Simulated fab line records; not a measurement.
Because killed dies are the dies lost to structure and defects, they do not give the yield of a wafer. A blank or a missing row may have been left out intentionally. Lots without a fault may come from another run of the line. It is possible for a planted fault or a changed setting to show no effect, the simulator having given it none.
Chamber matching + flow nand_harc + 4 sister chambers for NHARC_P_BONDPAD_CMP_32 on cmp-04
The step polishes SiCN, target thk 200 nm. 14 wafers are shown with their chamber, then 7 later ones without.

## WAFERS WITH THEIR CHAMBER
| wafer  | chamber | motor_current_A (A) |
|--------|---------|---------------------|
| L074.1 | 1       | 11.4                |
| L074.2 | 0       | 10.6                |
| L074.5 | 1       | 10.8                |
| L075.2 | 0       | 10.7                |
| L075.4 | 1       | 10.9                |
| L075.5 | 1       | 10.8                |
| L077.2 | 3       | 13.8                |
| L077.3 | 2       | 9.8                 |
| L077.5 | 3       | 13.5                |
| L078.1 | 2       | 9.9                 |
| L078.2 | 3       | 13.8                |
| L078.5 | 0       | 10.9                |
| L087.2 | 1       | 11.5                |
| L087.5 | 3       | 13.4                |

SIGNATURES (averages over the wafers above)
| reading         | chamber 0 | chamber 1 | chamber 2 | chamber 3 | scatter within a chamber |
|-----------------|-----------|-----------|-----------|-----------|--------------------------|
| motor_current_A | 10.733    | 11.080    | 9.850     | 13.625    | 0.254                    |
Rule: for each reading, subtract the chamber's mean from the wafer's reading, divide by that reading's scatter and square the result; add these up over the readings and take the root, which gives the wafer's distance from the chamber. If the next closest chamber is less than 2 further off than the closest, the wafer can't be placed; otherwise it belongs to the closest. How the scatter is found: for the shown wafers, subtract from each reading the mean of its chamber, square and add these, divide the total by (wafers less chambers), then take the root.

## WAFERS MISSING THEIR CHAMBER
| wafer  | motor_current_A (A) |
|--------|---------------------|
| L087.6 | 9.5                 |
| L090.3 | 10.6                |
| L090.4 | 11.5                |
| L090.5 | 11.0                |
| L094.1 | 13.6                |
| L094.2 | 9.6                 |
| L094.5 | 11.1                |

## WHICH CHAMBER EACH ONE RAN IN
| wafer  | from the rows above     | in truth |
|--------|-------------------------|----------|
| L087.6 | 2                       | 2        |
| L090.3 | can't be placed: 0 or 1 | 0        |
| L090.4 | can't be placed: 1 or 0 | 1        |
| L090.5 | can't be placed: 1 or 0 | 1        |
| L094.1 | 3                       | 3        |
| L094.2 | 2                       | 2        |
| L094.5 | can't be placed: 1 or 0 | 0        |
Correct placement for 3 of the 7. From these rows, 4 cannot be placed; in 4 the true chamber is one of the candidates. Wrongly placed: 0.
